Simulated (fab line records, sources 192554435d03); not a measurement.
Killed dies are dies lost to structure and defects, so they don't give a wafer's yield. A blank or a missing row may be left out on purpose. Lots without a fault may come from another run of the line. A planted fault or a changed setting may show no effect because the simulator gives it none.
fab line records | flow n5_finfet
record lots=6 wafers=18 last_day=17
route steps=1938 shown MOL_CONTACT_COAG@607 BEOL_M4@1111
lots that met no fault: from a run of the same line without faults
start_h: hours from the record's first day to the start of the lot's first wafer shown | wait_h: hours since the lot's step before | " the same as in the row above | L1.1+2: a row that stands for several wafers | - no value, or no start given | * or withheld: withheld | < > ~ a bound
route shown NAME@n: a module of which the file shows steps, and the number in the route of the first | usual: mean/standard deviation of fault-free wafers | same: alike in all rows | chamber/n: place in a boat | sites: the reading at each site | _std_site: their standard deviation | _edge_site: outer sites' mean less inner sites' | radius_mm: how far each site lies from the wafer's centre | mask NAME#n: copy n | behind: the tool/chamber that last shaped the wafer | hold: why the lot was held/for how many hours/how that ended | device: the transistor (n, p or np) that didn't switch | end of line: the same wafers' tests at the end of the route | a step without rows: its recipe alone | killed: dies lost to structure and defects at the first sort, not the wafer's yield | map: a wafer's dies, x killed, . not, _ none there
set.NAME: the setting as run; set.NAME@STEP: as run at that earlier step | model.NAME: the simulator's own value behind a step, which no gauge read
lots at some steps of the route; a table a step, a row a wafer
services: from which hour (start_h, from the record's first day; less than 0 if before it) a tool's chamber was out of use, for how many hours, and why
## steps
# step N5_MOL_CONTACT_COAG_ETCH_66
# recipe chemistry=CF4 target=SiARC target_depth_a=130 mask_material=CAR-EUV time_s=21.7 ion_energy_ev=80 pressure_mtorr=40 source_w=545 bias_w=36 Ar_flow_sccm=100 cf4_flow_sccm=100 ends=cleared
# step N5_MOL_CONTACT_COAG_ALD_133
# recipe material=SiO2 target_thk_a=50 temp_c=100 ald_precursor_family=BDEAS ald_co_reactant=O2-plasma pulse_time_s=1 co_reactant_pulse_time_s=1 purge_time_s=2 co_reactant_purge_time_s=2 ald_cycles=35 pressure_torr=2
# step N5_MOL_CONTACT_COAG_ETCHBACK_134
# recipe chemistry=CHF3 target=SiO2 target_depth_a=100 time_s=6.7 ion_energy_ev=200 pressure_mtorr=30 source_w=610 bias_w=170 Ar_flow_sccm=200 CHF3_flow_sccm=50
# step N5_MOL_CONTACT_COAG_ETCH_67
# recipe chemistry=N2/H2 target=SOC target_depth_a=600 overetch_a=210 mask_material=SiARC temp_c=40 time_s=101.2 ion_energy_ev=200 pressure_mtorr=30 source_w=840 bias_w=150 n2_flow_sccm=200 h2_flow_sccm=200
# usual drypump_motor_current_A=5.6/0.4 oes_product_au=0.65/0.062 rf_fwd_power_W=835/3 rf_vpp_V=523.1/2.1 showerhead_plenum_p_Torr=2.51/0.081 throttle_valve_pct=17.86/0.28
# columns lot.wafer tool chamber start_h wait_h drypump_motor_current_A oes_product_au rf_fwd_power_W rf_hours_counter_h rf_vpp_V showerhead_plenum_p_Torr throttle_valve_pct
L805.1 rie_diel-02 1 149.26 0.0 5.7 0.61 837 189 521.3 2.41 17.58
L805.2 " 0 " " 5.9 0.60 833 220 526.4 2.62 17.68
L805.6 " 2 " " 4.8 0.64 835 - 527.1 2.65 17.80
L807.1 rie_diel-06 3 153.39 0.0 5.5 0.73 839 52 521.2 2.48 17.70
L807.2 " 0 " " 5.7 0.56 838 247 523.1 2.52 18.01
L807.4 " 1 " " 6.2 0.76 832 - 522.4 2.49 17.94
L812.2 rie_diel-04 3 181.45 0.0 5.5 0.65 835 123 521.3 2.41 17.44
L812.3 " 0 " " 6.1 0.60 839 215 525.0 2.63 17.90
L812.4 " 1 " " 5.1 0.63 834 - 520.1 2.45 18.39
L816.1 rie_diel-02 0 207.35 0.0 5.9 0.59 828 238 526.4 2.61 17.71
L816.3 " 3 " " 5.2 0.71 836 57 521.9 2.50 18.10
L816.5 " 2 " " 4.8 0.62 835 - 526.3 2.64 17.84
L819.2 rie_diel-06 1 219.75 0.0 6.2 0.73 836 55 522.1 2.48 17.99
L819.3 " 0 " " 5.7 0.78 840 10 522.7 2.51 17.62
L819.6 " 1 " " 6.2 0.72 841 - 521.6 2.48 17.99
L820.1 rie_diel-04 2 225.52 0.0 6.0 0.58 837 224 524.6 2.49 17.70
L820.3 " 3 " " 5.5 0.64 836 138 522.8 2.41 17.46
L820.4 " 0 " " 6.1 0.59 833 229 526.1 2.63 17.94
# step N5_MOL_CONTACT_COAG_STRIP_68
# recipe chemistry=N2/H2 temp_c=40 n2_flow_sccm=200 h2_flow_sccm=200 rf_frequency_hz=6e+07
# step N5_MOL_CONTACT_COAG_STRIP_69
# recipe chemistry=N2/H2 temp_c=40 n2_flow_sccm=200 h2_flow_sccm=200 rf_frequency_hz=6e+07
# step N5_MOL_CONTACT_COAG_ETCHBACK_136
# recipe chemistry=CHF3 target=SiO2 target_depth_a=250 time_s=16.7 ion_energy_ev=200 pressure_mtorr=30 source_w=610 bias_w=170 Ar_flow_sccm=200 CHF3_flow_sccm=50
# usual drypump_motor_current_A=5.6/0.4 oes_product_au=0.77/0.082 rf_fwd_power_W=600.2/2.9 rf_vpp_V=517/17 showerhead_plenum_p_Torr=2.35/0.06 throttle_valve_pct=18.77/0.17
# columns lot.wafer tool chamber start_h wait_h drypump_motor_current_A oes_product_au rf_fwd_power_W rf_hours_counter_h rf_vpp_V showerhead_plenum_p_Torr throttle_valve_pct
L805.1 rie_diel-02 1 149.35 0.0 5.6 0.72 595.0 189 511 2.26 18.50
L805.2 " 0 " " 5.9 0.72 592.6 220 541 2.46 18.67
L805.6 " 2 " " 4.8 0.75 601.3 - 514 2.43 18.51
L807.1 rie_diel-06 3 153.48 0.0 5.5 0.87 599.3 52 525 2.34 18.68
L807.2 " 0 " " 5.7 0.66 598.5 248 485 2.36 18.88
L807.4 " 1 " " 6.2 0.94 597.6 - 554 2.32 18.78
L812.2 rie_diel-04 3 181.54 0.0 5.5 0.79 603.6 123 514 2.32 18.84
L812.3 " 0 " " 6.1 0.71 603.9 215 510 2.45 18.75
L812.4 " 1 " " 5.1 0.75 600.0 - 512 2.30 19.11
L816.1 rie_diel-02 0 207.44 0.0 5.9 0.71 593.4 238 540 2.45 18.70
L816.3 " 3 " " 5.2 0.86 599.7 57 525 2.33 18.87
L816.5 " 2 " " 4.8 0.74 597.7 - 516 2.43 18.55
L819.2 rie_diel-06 1 219.84 0.0 6.1 0.87 603.0 55 556 2.31 18.82
L819.3 " 0 " " 5.7 0.94 604.1 10 487 2.35 18.53
L819.6 " 1 " " 6.2 0.87 601.1 - 554 2.31 18.83
L820.1 rie_diel-04 2 225.61 0.0 6.0 0.68 599.3 224 500 2.35 18.79
L820.3 " 3 " " 5.5 0.77 603.6 139 513 2.31 18.85
L820.4 " 0 " " 6.1 0.70 600.4 229 509 2.44 18.78
# step N5_MOL_CONTACT_COAG_STRIP_120
# recipe chemistry=CHF3 resist=SiARC rf_frequency_hz=6e+07
# step N5_MOL_CONTACT_COAG_VIA_ETCH_117
# recipe chemistry=C4F6/O2 target_depth_a=400 overetch_a=80 mask_material=SOC target=SiO2 bias_w=455 pressure_mtorr=10 time_s=26 source_w=325 Ar_flow_sccm=300 C4F6_flow_sccm=10 O2_flow_sccm=10 ion_energy_ev=575.3 ends=end_point
# usual drypump_motor_current_A=5.6/0.4 oes_product_au=0.69/0.064 rf_fwd_power_W=320.6/1.4 rf_vpp_V=1566/46 showerhead_plenum_p_Torr=2.81/0.069 throttle_valve_pct=41.0/0.58
# columns lot.wafer tool chamber start_h wait_h drypump_motor_current_A oes_product_au rf_fwd_power_W rf_hours_counter_h rf_vpp_V showerhead_plenum_p_Torr throttle_valve_pct
L805.1 rie_diel-02 1 149.38 0.0 5.6 0.65 319.7 189 1542 2.69 40.2
L805.2 " 0 " " 5.9 0.65 317.6 220 1630 2.93 40.4
L805.6 " 2 " " 4.8 0.70 320.0 - 1563 2.90 40.2
L807.1 rie_diel-06 3 153.52 0.0 5.5 0.78 319.5 52 1590 2.80 41.4
L807.2 " 0 " " 5.7 0.60 323.4 248 1483 2.81 41.2
L807.4 " 1 " " 6.2 0.81 320.3 - 1672 2.77 40.9
L812.2 rie_diel-04 3 181.57 0.0 5.5 0.69 321.8 123 1565 2.78 41.4
L812.3 " 0 " " 6.1 0.65 322.2 215 1546 2.92 40.8
L812.4 " 1 " " 5.1 0.67 320.3 - 1553 2.75 42.2
L816.1 rie_diel-02 0 207.47 0.0 5.9 0.64 319.4 238 1631 2.92 40.4
L816.3 " 3 " " 5.2 0.74 321.2 57 1584 2.77 41.5
L816.5 " 2 " " 4.8 0.67 319.8 - 1561 2.89 40.2
L819.2 rie_diel-06 1 219.87 0.0 6.2 0.78 322.9 55 1670 2.75 40.9
L819.3 " 0 " " 5.7 0.83 322.9 10 1481 2.81 41.3
L819.6 " 1 " " 6.2 0.79 322.4 - 1672 2.75 41.0
L820.1 rie_diel-04 2 225.64 0.0 5.9 0.63 319.6 224 1523 2.80 40.8
L820.3 " 3 " " 5.5 0.67 321.0 139 1564 2.77 41.4
L820.4 " 0 " " 6.1 0.64 323.8 229 1544 2.91 40.8
# step N5_MOL_CONTACT_COAG_ETCH_124
# recipe chemistry=CH3F/O2 target=SiNx target_depth_a=65 mask_material=SOC stop_on=SiOC over_etch_frac=0.3 ion_energy_ev=120 pressure_mtorr=30 source_w=395 bias_w=73 Ar_flow_sccm=150 CH3F_flow_sccm=30 O2_flow_sccm=20 ends=end_point
# step N5_MOL_CONTACT_COAG_ETCH_48
# recipe chemistry=C4F6/O2 target_depth_a=150 overetch_a=45 mask_material=SOC target=SiOC bias_w=465 pressure_mtorr=10 time_s=17 source_w=335 Ar_flow_sccm=300 C4F6_flow_sccm=10 O2_flow_sccm=10 ion_energy_ev=576
# usual drypump_motor_current_A=5.6/0.41 oes_product_au=0.66/0.071 rf_fwd_power_W=332.4/1.1 rf_vpp_V=1568/46 showerhead_plenum_p_Torr=2.81/0.069 throttle_valve_pct=40.6/0.56
# columns lot.wafer tool chamber start_h wait_h drypump_motor_current_A oes_product_au rf_fwd_power_W rf_hours_counter_h rf_vpp_V showerhead_plenum_p_Torr throttle_valve_pct
L805.1 rie_diel-02 1 149.45 0.0 5.7 0.64 331.4 189 1544 2.69 39.8
L805.2 " 0 " " 6.0 0.64 331.5 220 1631 2.93 40.0
L805.6 " 2 " " 4.8 0.66 333.8 - 1565 2.90 39.7
L807.1 rie_diel-06 3 153.58 0.0 5.4 0.77 331.6 52 1591 2.80 40.9
L807.2 " 0 " " 5.7 0.59 333.1 248 1483 2.81 40.7
L807.4 " 1 " " 6.2 0.77 332.5 - 1675 2.76 40.5
L812.2 rie_diel-04 3 181.64 0.0 5.5 0.68 333.5 123 1568 2.78 41.0
L812.3 " 0 " " 6.1 0.62 333.2 215 1546 2.92 40.3
L812.4 " 1 " " 5.1 0.64 332.2 - 1555 2.75 41.6
L816.1 rie_diel-02 0 207.54 0.0 5.9 0.62 330.3 238 1631 2.92 40.0
L816.3 " 3 " " 5.2 0.69 330.9 57 1586 2.77 41.0
L816.5 " 2 " " 4.8 0.63 333.8 - 1562 2.89 39.7
L819.2 rie_diel-06 1 219.94 0.0 6.2 0.71 332.4 55 1672 2.75 40.5
L819.3 " 0 " " 5.7 0.74 332.3 10 1483 2.81 40.8
L819.6 " 1 " " 6.2 0.70 332.0 - 1673 2.75 40.5
L820.1 rie_diel-04 2 225.71 0.0 6.0 0.57 332.6 224 1524 2.80 40.3
L820.3 " 3 " " 5.5 0.58 333.0 139 1565 2.77 41.0
L820.4 " 0 " " 6.1 0.56 334.8 229 1546 2.91 40.3
# step N5_MOL_CONTACT_COAG_STRIP_72
# recipe chemistry=N2/H2 power_w=450 temp_c=40 pressure_mtorr=20 rf_frequency_hz=6e+07 overash_fraction=3 bias_power_w=7 h2_frac=0.5 n2_flow_sccm=200 h2_flow_sccm=200
# usual bias_power_w=7.000/0.023 chamber_pressure_mTorr=19.99/0.042 drypump_motor_current_A=5.6/0.4 oes_product_au=0.77/0.076 rf_vpp_V=58.9/2 showerhead_plenum_p_Torr=2.51/0.081 throttle_valve_pct=23.6/0.46
# columns lot.wafer tool chamber start_h wait_h bias_power_w chamber_pressure_mTorr drypump_motor_current_A oes_product_au rf_hours_counter_h rf_vpp_V showerhead_plenum_p_Torr throttle_valve_pct
L805.1 rie_diel-02 1 149.50 0.0 6.993 19.95 5.6 0.74 189 58.6 2.41 23.2
L805.2 " 0 " " 6.968 19.95 5.9 0.72 220 61.0 2.62 23.2
L805.6 " 2 " " 7.015 20.00 4.8 0.75 - 59.5 2.65 23.6
L807.1 rie_diel-06 3 153.64 0.0 6.993 19.93 5.5 0.86 52 60.7 2.47 23.5
L807.2 " 0 " " 6.966 20.00 5.7 0.65 248 57.4 2.51 23.7
L807.4 " 1 " " 6.976 20.09 6.2 0.94 - 56.0 2.49 23.8
L812.2 rie_diel-04 3 181.69 0.0 6.980 19.93 5.5 0.77 123 57.9 2.41 22.9
L812.3 " 0 " " 7.019 20.01 6.1 0.74 215 57.3 2.63 23.7
L812.4 " 1 " " 6.967 20.00 5.1 0.76 - 55.7 2.45 24.6
L816.1 rie_diel-02 0 207.59 0.0 7.031 19.92 5.9 0.71 238 56.2 2.61 23.3
L816.3 " 3 " " 7.006 20.09 5.2 0.83 57 62.8 2.50 24.1
L816.5 " 2 " " 7.020 19.93 4.8 0.73 - 58.8 2.64 23.6
L819.2 rie_diel-06 1 220.00 0.0 7.015 19.96 6.2 0.88 55 62.4 2.47 23.8
L819.3 " 0 " " 7.006 19.96 5.7 0.93 10 59.5 2.51 23.5
L819.6 " 1 " " 7.006 19.98 6.1 0.87 - 59.1 2.47 23.8
L820.1 rie_diel-04 2 225.77 0.0 6.990 20.01 6.0 0.70 224 60.7 2.49 23.3
L820.3 " 3 " " 7.011 19.99 5.5 0.76 139 57.8 2.40 23.0
L820.4 " 0 " " 6.988 19.98 6.1 0.72 229 57.9 2.62 23.7
# step N5_MOL_CONTACT_COAG_STRIP_49
# recipe chemistry=N2/H2 time_s=30 power_w=1000 temp_c=250 pressure_mtorr=withheld n2_flow_sccm=1750 h2_flow_sccm=3250
# usual drypump_motor_current_A=5.7/0.45 h2_flow_sccm=3249/10 heater_power_w=332/9.4
# columns lot.wafer tool chamber start_h wait_h drypump_motor_current_A h2_flow_sccm heater_power_w rf_hours_counter_h
L805.1 plasma_asher-02 0 149.58 - - - - -
L805.2 " 1 " " - - - -
L805.6 " 1 " " - - - -
L807.1 plasma_asher-02 1 153.73 - - - - -
L807.2 " 0 " " - - - -
L807.4 " 1 " " - - - -
L812.2 plasma_asher-01 0 181.77 - 5.4 3236 316 50
L812.3 " 1 " " 5.3 3249 347 -
L812.4 " 0 " " 5.4 3240 327 -
L816.1 plasma_asher-01 0 207.67 - 5.4 3255 323 56
L816.3 " 0 " " 5.4 3254 313 -
L816.5 " 0 " " 5.4 3256 320 -
L819.2 plasma_asher-02 1 220.08 - 5.7 3235 324 125
L819.3 " 0 " " 6.4 3235 337 -
L819.6 " 1 " " 5.7 3249 333 -
L820.1 plasma_asher-02 1 225.85 - 5.7 3225 330 126
L820.3 " 1 " " 5.7 3225 332 -
L820.4 " 0 " " 6.5 3244 333 -
# step N5_MOL_CONTACT_COAG_PRECLEAN_138
# recipe chemistry=alkaline_clean temp_c=60 time_s=60 do_ppb=50
# step N5_BEOL_M4_RC_MEAS_101
# usual DIBL_N=37.3/2.3 DIBL_P=37.4/2.9 IOFF_N=0.18/0.045 IOFF_P=0.25/0.054 ION_N=679/15 ION_P=468/9.7 SS_N=71.8/0.62 SS_P=73.6/0.76 VT_N=248/4.1 VT_P=-248/3.6
# columns lot.wafer tool chamber start_h wait_h DIBL_N[mV/V] DIBL_P[mV/V] IOFF_N[nA/um] IOFF_P[nA/um] ION_N[uA/um] ION_P[uA/um] SS_N[mV/dec] SS_P[mV/dec] VT_N[mV] VT_P[mV]
L805.1 prober-02 0 214.00 0.0 33.6 31.4 0.11 0.18 670 463 71.0 73.0 254 -251
L805.2 " 0 " " 37.1 36.3 0.17 0.24 686 477 72.0 74.8 249 -249
L805.6 " 0 " " 34.3 32.7 0.12 0.19 652 451 70.4 73.4 254 -253
L807.1 prober-02 0 215.84 0.0 36.0 34.1 0.14 0.21 672 467 71.5 73.0 252 -248
L807.2 " 0 " " 39.8 38.8 0.20 0.29 676 469 72.7 74.6 247 -246
L807.4 " 0 " " 38.3 37.0 0.19 0.28 689 479 72.2 74.0 242 -244
L812.2 prober-02 0 260.65 0.2 36.0 35.6 0.14 0.22 664 464 71.8 73.6 254 -249
L812.3 " 0 " " 34.1 32.9 0.12 0.17 647 453 71.5 73.9 254 -251
L812.4 " 0 " " 39.3 39.4 0.22 0.28 679 471 72.1 75.0 247 -247
L816.1 prober-01 0 270.67 0.0 34.9 34.4 0.15 0.20 670 465 70.9 72.8 253 -249
L816.3 " 0 " " 37.3 38.6 0.20 0.29 688 472 71.8 74.5 248 -245
L816.5 " 0 " " 37.0 37.9 0.19 0.26 665 460 71.6 74.1 248 -249
L819.2 prober-01 0 292.18 0.2 41.3 43.0 0.27 0.40 708 496 73.1 74.5 242 -240
L819.3 " 0 " " 40.9 42.5 0.25 0.37 685 481 72.1 74.9 242 -241
L819.6 " 0 " " 39.7 41.2 0.23 0.33 675 475 71.7 74.3 245 -243
L820.1 prober-02 0 295.73 0.0 36.8 36.7 0.16 0.20 677 458 71.4 73.5 249 -253
L820.3 " 0 " " 34.5 34.0 0.11 0.16 647 445 71.7 73.0 257 -256
L820.4 " 0 " " 37.9 37.0 0.18 0.20 688 465 72.3 72.4 247 -251
## services
# columns tool chamber start_h hours kind
rie_diel-06 2 148.52 29.0 repair
plasma_asher-01 - 156.52 0.4 repair
rie_diel-02 3 166.84 4.9 repair
rie_diel-02 - 177.25 2.8 pm
rie_diel-06 0 177.60 - clean
rie_diel-06 0 177.60 - consumable_replace:focus_ring
rie_diel-06 0 177.60 13.5 scheduled_down
rie_diel-06 0 177.60 13.5 vent_cycle
rie_diel-04 2 179.58 5.0 repair
rie_diel-02 0 197.42 3.8 repair
## key
first_sign step=N5_MOL_CONTACT_COAG_STRIP_49 reading=tool_record direction=missing
effect none on later readings
met_at N5_MOL_CONTACT_COAG_STRIP_49
struck_wafers L805.1,L805.2,L805.6,L807.1,L807.2,L807.4
fault kind=skipped_step_whole tool=plasma_asher-02 chamber=- onset_h=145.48 steps=N5_MOL_CONTACT_COAG_STRIP_49 scope=struck_lots_only
